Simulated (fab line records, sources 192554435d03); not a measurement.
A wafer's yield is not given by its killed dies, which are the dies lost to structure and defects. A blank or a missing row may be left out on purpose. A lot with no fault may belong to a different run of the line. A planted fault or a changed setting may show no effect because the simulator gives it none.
fab line records	flow n5-finfet
[record] lots = 10	wafers = 30	last-day = 17
route steps=1938 shown BEOL_M12@1636 BEOL_M13@1660 PASSIVATION@1936
lots that met no fault: from a run of the same line without faults
start-h: the number of hours between the record's first day and the start of the first shown wafer of the lot	wait-h: how many hours have passed since the lot's step before this one	" unchanged from the row above	L1.1+2: several wafers, shown together as one row	- value missing, or start not given	* or withheld: withheld	< > ~ a bound
route shown NAME@n: NAME is a module with steps in the file, n the number in the route of the first one	usual: average and standard deviation across the fault-free wafers	same: alike in all rows	chamber/n: place in a boat	sites: readings site by site	_std_site: how widely they spread, as a standard deviation	_edge_site: outer sites' mean less inner sites'	radius-mm: how far each site lies from the wafer's centre	mask NAME#n: copy n	behind: the most recent tool/chamber to have shaped the wafer	hold: why the lot was held/for how many hours/how that ended	device: the n, p or np transistor that did not switch	end of line: tests run on the same wafers once the route is complete	a step without rows: its recipe alone	killed: dies lost to structure and defects at the first sort, not the wafer's yield	map: a wafer's dies, x killed, . not, _ none there
set.NAME: the setting the step ran with; set.NAME@STEP: the setting that earlier step ran with	model.NAME: the simulator's own value behind a step, which no gauge read
route steps across a sampled set of lots; one table per step, one row per wafer
services: a tool's chamber out of use, with start hour (start-h, from the record's first day; less than 0 if before it), hours out, and reason
[[steps]]
[step N5_BEOL_M12_ETCH_67]
[recipe] chemistry = CF4	target = SiARC	target-depth-a = 1430	time-s = 238.3	ion-energy-ev = 80	pressure-mtorr = 40	source-w = 545	bias-w = 36	Ar_flow_sccm = 100	cf4-flow-sccm = 100	ends = cleared
[usual] drypump-motor-current-A = 5.7/0.48	etch-rf-on-time-s = 240/3.6	oes-product-au = 0.67/0.074	rf-vpp-V = 184.4/1.2	showerhead-plenum-p-Torr = 2.16/0.074	throttle-valve-pct = 15.50/0.24
lot.wafer	tool	chamber	start-h	wait-h	drypump-motor-current-A	etch-rf-on-time-s	oes-product-au	rf-hours-counter-h	rf-vpp-V	showerhead-plenum-p-Torr	throttle-valve-pct
L280.3	rie-diel-03	3	247.92	0.0	6.3	233	0.66	151	182.0	2.06	15.58
L280.4	"	2	"	"	6.6	240	0.60	230	184.8	2.20	16.00
L280.5	"	3	"	"	6.3	234	0.65	-	182.8	2.06	15.56
L281.2	rie-diel-03	1	250.33	0.0	5.7	240	0.66	126	185.2	2.24	15.35
L281.4	"	2	"	"	6.6	246	0.58	232	184.9	2.20	16.00
L281.5	"	2	"	"	6.6	242	0.59	-	184.6	2.20	16.00
L293.4	rie-diel-05	0	315.92	0.0	5.2	237	0.78	10	184.1	2.19	15.32
L293.5	"	0	"	"	5.2	236	0.78	-	186.1	2.19	15.31
L293.6	"	3	"	"	5.3	246	0.59	-	183.5	2.11	15.88
L292.2	rie-diel-01	3	316.47	0.0	5.1	241	0.64	114	186.7	2.24	15.41
L292.3	"	2	"	"	5.4	237	0.66	123	186.4	2.24	15.44
L292.6	"	1	"	"	6.1	246	0.58	-	183.6	2.03	15.63
L294.1	rie-diel-03	1	324.06	0.0	5.7	245	0.62	153	184.8	2.23	15.39
L294.3	"	3	"	"	6.3	241	0.63	179	183.9	2.05	15.61
L294.4	"	1	"	"	5.7	241	0.63	-	185.4	2.23	15.40
L295.1	rie-diel-05	3	325.61	0.0	5.4	245	0.59	245	183.9	2.11	15.88
L295.2	"	0	"	"	5.2	238	0.77	14	183.8	2.19	15.31
L295.6	"	1	"	"	6.2	241	0.75	-	183.3	2.09	15.37
L296.1	rie-diel-05	3	344.41	0.0	5.3	246	0.57	252	184.0	2.11	15.90
L296.2	"	1	"	"	6.1	240	0.74	48	183.2	2.09	15.41
L296.3	"	0	"	"	5.2	239	0.76	23	184.3	2.18	15.33
L298.1	rie-diel-05	0	354.86	0.0	5.2	238	0.75	28	184.3	2.18	15.34
L298.2	"	3	"	"	5.4	246	0.58	257	184.7	2.11	15.92
L298.6	"	0	"	"	5.2	237	0.75	-	185.1	2.18	15.35
L299.1	rie-diel-05	1	360.58	0.0	6.2	236	0.73	55	183.3	2.09	15.42
L299.2	"	0	"	"	5.2	237	0.75	31	182.9	2.18	15.34
L299.6	"	0	"	"	5.2	236	0.74	-	184.3	2.18	15.35
L302.4	rie-diel-01	3	370.83	0.0	5.1	239	0.63	137	186.7	2.23	15.44
L302.5	"	3	"	"	5.1	242	0.63	-	186.5	2.23	15.43
L302.6	"	2	"	"	5.4	237	0.65	-	185.1	2.23	15.49
[step N5_BEOL_M12_SPUTTER_43]
[recipe] material = TaN	target-thk-a = 150	temp-c = 50	bias-v = 168.6	power-w = 15000	chamber-pressure-pa = 0.12	time-s = 24.19
[usual] bias-v = 168.8/1.7	cathode-dc-power-W = 15000/2.5	throttle-valve-pct = 30.5/0.74
lot.wafer	tool	chamber	start-h	wait-h	bias-v	cathode-dc-power-W	throttle-valve-pct
L280.3	pvd-sputter-01	-	252.54	0.0	167.8	15000	30.4
L280.4	"	-	"	"	170.3	14997	29.7
L280.5	"	-	"	"	169.5	14998	29.6
L281.2	pvd-sputter-03	-	252.55	0.0	170.8	14999	31.2
L281.4	"	-	"	"	168.5	14999	32.0
L281.5	"	-	"	"	170.6	15002	31.4
L293.4	pvd-sputter-03	-	318.89	0.0	168.4	13372	32.0
L293.5	"	-	"	"	168.3	13366	30.4
L293.6	"	-	"	"	168.4	13367	31.0
L292.2	pvd-sputter-03	-	319.21	0.0	167.8	13370	31.9
L292.3	"	-	"	"	169.1	13372	31.4
L292.6	"	-	"	"	168.2	13372	32.1
L294.1	pvd-sputter-01	-	326.64	0.0	170.6	15001	30.6
L294.3	"	-	"	"	168.5	15003	29.8
L294.4	"	-	"	"	166.6	15001	31.1
L295.1	pvd-sputter-02	-	327.14	0.0	167.7	14998	30.5
L295.2	"	-	"	"	166.9	14997	29.2
L295.6	"	-	"	"	166.5	15003	30.5
L296.1	pvd-sputter-01	-	347.08	0.0	168.2	14997	29.6
L296.2	"	-	"	"	166.6	15000	29.8
L296.3	"	-	"	"	166.2	14999	31.0
L298.1	pvd-sputter-01	-	358.43	0.0	166.9	15002	30.7
L298.2	"	-	"	"	173.8	15003	29.8
L298.6	"	-	"	"	169.7	15001	30.4
L299.1	pvd-sputter-01	-	361.80	0.0	166.7	14999	29.7
L299.2	"	-	"	"	168.7	14998	29.7
L299.6	"	-	"	"	168.5	15006	30.8
L302.4	pvd-sputter-01	-	374.53	0.0	170.5	14999	29.8
L302.5	"	-	"	"	169.1	15002	29.7
L302.6	"	-	"	"	169.0	15000	30.1
[step N5_BEOL_M12_SPUTTER_45]
[recipe] material = Cu	target-thk-a = 800	temp-c = -20	bias-v = 60	power-w = 26000	chamber-pressure-pa = 0.13	time-s = 13.33
[usual] bias-v = 60.1/0.63	cathode-dc-power-W = 26000/4.5	throttle-valve-pct = 30.4/0.71
lot.wafer	tool	chamber	start-h	wait-h	bias-v	cathode-dc-power-W	throttle-valve-pct
L280.3	pvd-sputter-01	-	252.70	0.0	59.6	25992	30.5
L280.4	"	-	"	"	59.4	25999	29.5
L280.5	"	-	"	"	59.8	26003	29.8
L281.2	pvd-sputter-03	-	252.71	0.0	60.3	26005	31.2
L281.4	"	-	"	"	60.2	26000	32.0
L281.5	"	-	"	"	60.2	26001	31.2
L293.4	pvd-sputter-03	-	319.05	0.0	60.3	25996	31.7
L293.5	"	-	"	"	60.4	25999	30.6
L293.6	"	-	"	"	60.4	26006	31.1
L292.2	pvd-sputter-03	-	319.37	0.0	59.0	25997	31.9
L292.3	"	-	"	"	59.3	26008	31.2
L292.6	"	-	"	"	59.8	26005	31.7
L294.1	pvd-sputter-01	-	326.80	0.0	60.4	26000	30.5
L294.3	"	-	"	"	59.6	26007	29.8
L294.4	"	-	"	"	60.9	25998	30.8
L295.1	pvd-sputter-02	-	327.30	0.0	60.5	26004	30.4
L295.2	"	-	"	"	59.8	26001	29.1
L295.6	"	-	"	"	59.8	25995	30.6
L296.1	pvd-sputter-01	-	347.24	0.0	60.8	25999	29.7
L296.2	"	-	"	"	60.6	26001	29.9
L296.3	"	-	"	"	60.6	26006	30.7
L298.1	pvd-sputter-01	-	358.59	0.0	60.1	26004	31.0
L298.2	"	-	"	"	61.1	26000	29.6
L298.6	"	-	"	"	58.8	26004	30.6
L299.1	pvd-sputter-01	-	361.96	0.0	59.2	26005	29.6
L299.2	"	-	"	"	59.4	26010	29.9
L299.6	"	-	"	"	60.0	26003	30.9
L302.4	pvd-sputter-01	-	374.69	0.0	61.0	25996	29.8
L302.5	"	-	"	"	60.5	26006	29.9
L302.6	"	-	"	"	60.5	26003	30.2
[step N5_BEOL_M12_CMP_49]
[recipe] stop-on = SiOC	t-overpolish-s = 20.6	down-force-psi = 1	platen-rpm = 50	clearing-platen-down-force-psi = 1.5	clearing-platen-rpm = 50	post-cmp-clean = cu-alkaline	target-thk-nm = 320	clearing-platen-pad-velocity-m-s = 0.99484	pad-velocity-m-s = 0.99484
[usual] barrier-field-endpoint-s = 30.3/0.76	motor-current-A = 5.9/0.51
lot.wafer	tool	chamber	start-h	wait-h	barrier-field-endpoint-s	motor-current-A
L280.3	cmp-04	0	253.54	0.2	31.1	5.3
L280.4	"	3	"	"	30.8	6.4
L280.5	"	0	"	"	30.6	5.2
L281.4	cmp-01	0	254.08	0.1	29.0	5.2
L281.2	"	1	"	"	29.4	6.1
L281.5	"	1	"	"	29.8	5.8
L293.4	cmp-04	2	319.66	0.2	29.1	5.9
L293.6	"	1	"	"	29.0	5.6
L293.5	"	2	"	"	28.6	5.8
L292.3	cmp-03	0	319.97	0.2	27.2	6.4
L292.2	"	1	"	"	28.1	6.4
L292.6	"	3	"	"	28.0	5.6
L294.4	cmp-03	3	327.66	0.1	29.2	5.9
L294.1	"	0	"	"	29.2	6.4
L294.3	"	1	"	"	29.6	6.4
L295.1	cmp-04	3	327.93	0.3	30.3	6.3
L295.2	"	0	"	"	30.9	5.3
L295.6	"	3	"	"	30.8	6.2
L296.3	cmp-04	3	349.13	0.2	31.3	6.0
L296.2	"	0	"	"	31.0	5.4
L296.1	"	1	"	"	31.2	6.2
L298.2	cmp-01	0	359.15	0.2	30.2	5.3
L298.1	"	3	"	"	29.6	5.0
L298.6	"	0	"	"	30.5	5.3
L299.1	cmp-04	3	362.56	0.3	30.3	6.5
L299.2	"	0	"	"	30.0	5.4
L299.6	"	3	"	"	30.6	6.2
L302.4	cmp-01	3	375.29	0.2	29.4	4.8
L302.5	"	2	"	"	29.8	6.8
L302.6	"	3	"	"	30.0	5.1
[step N5_BEOL_M13_THK_MEAS_01]
[recipe] reads = SiOC_of_BEOL_M13_ILD_DEP_00
[usual] M13_ILD_THK = 835/9.6
lot.wafer	tool	chamber	start-h	wait-h	M13_ILD_THK[nm]
L280.3	film-metro-02	-	254.17	0.1	831
L280.4	"	-	"	"	845
L280.5	"	-	"	"	836
L281.2	film-metro-01	-	254.71	0.1	833
L281.4	"	-	"	"	838
L281.5	"	-	"	"	835
L293.4	film-metro-02	-	320.26	0.0	825
L293.5	"	-	"	"	841
L293.6	"	-	"	"	833
L292.2	film-metro-02	-	320.60	0.1	840
L292.3	"	-	"	"	838
L292.6	"	-	"	"	839
L294.1	film-metro-01	-	328.29	0.1	826
L294.3	"	-	"	"	828
L294.4	"	-	"	"	848
L295.1	film-metro-02	-	328.56	0.1	832
L295.2	"	-	"	"	822
L295.6	"	-	"	"	842
L296.1	film-metro-02	-	349.76	0.1	829
L296.2	"	-	"	"	834
L296.3	"	-	"	"	836
L298.1	film-metro-01	-	359.84	0.2	826
L298.2	"	-	"	"	818
L298.6	"	-	"	"	842
L299.1	film-metro-02	-	363.15	0.1	827
L299.2	"	-	"	"	841
L299.6	"	-	"	"	842
L302.4	film-metro-01	-	375.95	0.1	837
L302.5	"	-	"	"	839
L302.6	"	-	"	"	850
[step N5_PASSIVATION_PROBE_49]
[usual] defect-limited-yield = 91.0/1.5	killed_at_M0_to_M3 = 36/12	killed_at_M4_up = 14/5.5	killed-at-contacts = 11/4.8	killed-at-front-end = 42/12	killed-at-other = 3.7/2.7	killed-dies = 106/18	killed-open = 70/13	killed-short = 35/8.2	sort_bin_5_function = 5.3/1	sort_bin_6_memory = 3.3/0.69	sort-n-pass = 1074/18	sort-yield-pct = 91.0/1.5
[same] gross-dies = 1180	killed-at-back-side = 0	sort_bin_4_leakage[%] = 0	sort_bin_8_speed[%] = 0
lot.wafer	tool	chamber	start-h	wait-h	defect-limited-yield[%]	killed_at_M0_to_M3	killed_at_M4_up	killed-at-contacts	killed-at-front-end	killed-at-other	killed-dies	killed-open	killed-short	sort_bin_5_function[%]	sort_bin_6_memory[%]	sort-n-pass	sort-yield-pct[%]
L295.1	prober-02	-	361.67	0.0	88.3	46	20	15	54	3	138	95	43	5.9	5.1	1042	88.3
L295.2	prober-02	-	361.72	0.1	88.3	43	19	7	64	5	138	88	49	6.9	4.2	1042	88.3
L295.6	prober-02	-	361.92	0.3	88.4	36	23	7	63	8	137	97	40	7.1	4.2	1043	88.4
L296.2	prober-02	-	382.31	0.1	91.8	18	20	10	46	3	97	64	33	4.7	3.1	1083	91.8
L296.3	prober-02	-	382.36	0.1	93.5	14	13	12	34	4	77	51	26	3.2	2.9	1103	93.5
// killed by level:class
L295.1 FIN_SAQP:geometric-particle:short=15 MOL_CONTACT_COAG:geometric-particle:open=15 STI_FIN_REVEAL:geometric-particle:open=12 BEOL_M0_SAQP:geometric-particle:open=12 BEOL_M0_SAQP:geometric-particle:short=10 FIN_SAQP:geometric-particle:open=9 BEOL_M1:geometric-particle:open=9 BEOL_M4:geometric-particle:open=6
L295.2 BEOL_M0_SAQP:geometric-particle:open=15 BEOL_M4:geometric-particle:open=12 FIN_SAQP:geometric-particle:short=11 BEOL_M0_SAQP:geometric-particle:short=10 STI_FIN_REVEAL:geometric-particle:open=9 FIN_SAQP:geometric-particle:open=8 DUMMY_GATE:geometric-particle:open=8 MOL_CONTACT_COAG:geometric-particle:open=7
L295.6 FIN_SAQP:geometric-particle:open=14 STI_FIN_REVEAL:geometric-particle:open=14 BEOL_M0_SAQP:geometric-particle:short=12 DUMMY_GATE:geometric-particle:open=11 BEOL_M4:geometric-particle:open=8 BEOL_M0_SAQP:geometric-particle:open=7 MOL_CONTACT_COAG:geometric-particle:open=6 BEOL_M3:geometric-particle:open=6
L296.2 FIN_SAQP:geometric-particle:open=13 DUMMY_GATE:geometric-particle:open=9 MOL_CONTACT_COAG:geometric-particle:open=9 BEOL_M4:geometric-particle:open=7 FIN_SAQP:geometric-particle:short=6 STI_FIN_REVEAL:geometric-particle:open=6 BEOL_M0_SAQP:geometric-particle:short=5 GATE_CUT:geometric-particle:short=4
L296.3 MOL_CONTACT_COAG:geometric-particle:open=12 BEOL_M4:geometric-particle:open=8 FIN_SAQP:geometric-particle:open=7 GATE_CUT:geometric-particle:short=5 FIN_SAQP:geometric-particle:short=4 DUMMY_GATE:geometric-particle:open=4 BEOL_M0_SAQP:geometric-particle:short=4 BEOL_M2:geometric-particle:open=4
[[services]]
tool	chamber	start-h	hours	kind
rie-diel-01	0	225.59	5.0	repair
cmp-01	-	231.10	4.0	pm
cmp-01	-	242.23	1.7	repair
cmp-01	-	244.76	2.1	repair
rie-diel-01	1	246.01	6.7	repair
cmp-01	-	250.14	0.8	repair
rie-diel-05	0	261.01	-	clean
rie-diel-05	0	261.01	-	consumable-replace:focus-ring
rie-diel-05	0	261.01	24.8	scheduled-down
rie-diel-05	0	261.01	24.8	vent-cycle
cmp-03	-	262.13	4.7	pm
cmp-03	-	276.42	4.0	pm
cmp-01	-	280.40	2.6	repair
cmp-04	-	281.58	5.7	pm
rie-diel-01	1	300.08	2.1	repair
rie-diel-03	-	306.71	2.8	pm
rie-diel-03	2	315.09	11.2	repair
cmp-01	-	328.49	3.4	repair
rie-diel-05	3	331.50	3.1	repair
cmp-01	-	332.11	0.2	repair
rie-diel-01	0	338.64	8.2	repair
cmp-04	-	349.95	4.0	pm
cmp-04	-	359.02	0.5	repair
cmp-01	-	361.42	0.6	repair
[[key]]
[first-sign] step = N5_BEOL_M12_SPUTTER_43	reading = cathode-dc-power-W	direction = down	sigmas = 99+	usual = *	struck = *
[effect] step = N5_BEOL_M12_CMP_49	reading = barrier-field-endpoint-s	direction = down	sigmas = 2.6	usual = 30.3	struck = 28.3
met-at N5_BEOL_M12_SPUTTER_43
struck-lots L292,L293
not-acting-at N5_BEOL_M12_ETCH_67,N5_BEOL_M12_SPUTTER_45,N5_BEOL_M13_THK_MEAS_01
onset-between 252.55 318.89
[fault] kind = process-parameter-drift	tool = pvd-sputter-03	chamber = -	onset-h = 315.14	steps = N5_BEOL_M12_SPUTTER_43	channel = power-w	offset = *	shape = step	end-h = 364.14	acts-in = *	stated = *
